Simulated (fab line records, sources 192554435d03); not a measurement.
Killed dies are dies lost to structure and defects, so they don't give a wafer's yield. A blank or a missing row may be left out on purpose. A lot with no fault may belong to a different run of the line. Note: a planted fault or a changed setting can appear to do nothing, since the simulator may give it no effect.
Split-lot trial ; flow n5Finfet ; 21 wafers read across 7 lots, on a route 1938 steps long

THE SPLIT
At N5_BEOL_M5_ETCH_68 (etches SOC in N2/H2, target depth 80 nm, overetch 16 nm, time 120 s), the setting biasW was moved away from the recipe's 150 W on 7 of the 21 wafers read, by -16.8% to +11.3%. This setting was run at the recipe's value on the other wafers.

The split's own step is where the reading is taken.

THE READING
rfVppV, in V, at N5_BEOL_M5_ETCH_68 (etches SOC in N2/H2, target depth 80 nm, overetch 16 nm, time 120 s). Fault-free wafers of this fab line usually give 523.5 V, standard deviation 2.6 V.

wafer;tool, chamber at the split;biasW as run, W;against the recipe;rfVppV, V;against lot-mates on the recipe
L077.4;rieDiel-06, 3;150;recipe;527.4;-
L077.5;rieDiel-06, 0;150;recipe;527.9;-
L077.6;rieDiel-06, 3;150;recipe;527.6;-
L076.3;rieDiel-01, 2;150;recipe;524.6;-
L076.4;rieDiel-01, 3;150;recipe;526.3;-
L076.5;rieDiel-01, 0;124.8;-16.8%;465.1;-60.4
L083.1;rieDiel-05, 1;140.5;-6.3%;499.7;-22.1
L083.5;rieDiel-05, 0;140.5;-6.3%;500.8;-21.0
L083.6;rieDiel-05, 3;150;recipe;521.8;-
L085.1;rieDiel-05, 1;150;recipe;520.8;-
L085.2;rieDiel-05, 2;166.9;+11.3%;558.6;+37.1
L085.4;rieDiel-05, 3;150;recipe;522.1;-
L088.1;rieDiel-01, 1;150;recipe;525.0;-
L088.2;rieDiel-01, 0;150;recipe;521.5;-
L088.3;rieDiel-01, 3;150;recipe;525.4;-
L090.1;rieDiel-06, 0;150;recipe;525.9;-
L090.2;rieDiel-06, 2;150;recipe;520.0;-
L090.3;rieDiel-06, 3;137;-8.7%;497.7;-25.3
L092.1;rieDiel-05, 0;150;recipe;522.6;-
L092.2;rieDiel-05, 1;131.3;-12.5%;477.7;-44.9
L092.6;rieDiel-05, 0;131.3;-12.5%;479.9;-42.7

FIT RESULTS
A straight line over all 21 wafers: rfVppV changes by +3.45 V for each +1% of biasW; r = +0.99; the points scatter about the line by 2.8 V.
The same after taking each lot's own level away (the mean of its wafers on the recipe; 21 wafers): +3.44 V for each +1%; r = +1.00; scatter 1.8 V.
On that fit, the largest move of biasW shifts the reading by 58 V.
The span of the lots' own levels, 521.45 to 527.63 V, comes to 2.4 times the standard deviation stated above.
The two slopes are in agreement: the lot-to-lot level therefore moves the slope only a little.
Check: with one of the wafers moved furthest among these (-16.8%) left out of the fit, the line predicts -56.7 V for it against its lot-mates. Against them it came out at -60.4 V.
Tool readings at the split's step, against how far the setting was moved: rfVppV r = +0.99.

THESE WAFERS: OTHER SPLITS
These wafers also went through other splits before the reading. Each is held against what the fit with the lots' levels taken away leaves over:
other split on the same wafers;wafers away from the commonest value;r with rfVppV (lot level and that fit taken away)
N5_BEOL_M1_DESCUM_33 timeS;10;-0.06
N5_BEOL_M2_ILD_DEP_00 timeS;10;-0.31
N5_BEOL_M2_COAT_62 spinRpm;6;+0.01
N5_BEOL_M4_COAT_76 spinRpm;10;-0.22
N5_BEOL_M4_DESCUM_33 timeS;6;+0.03
N5_BEOL_M5_COAT_59 spinRpm;2;-0.28
N5_BEOL_M5_DESCUM_16 timeS;7;+0.26

THE FILE'S OWN FIT
rfVppV changes by +3.44 V for each +1% of biasW, r = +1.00.
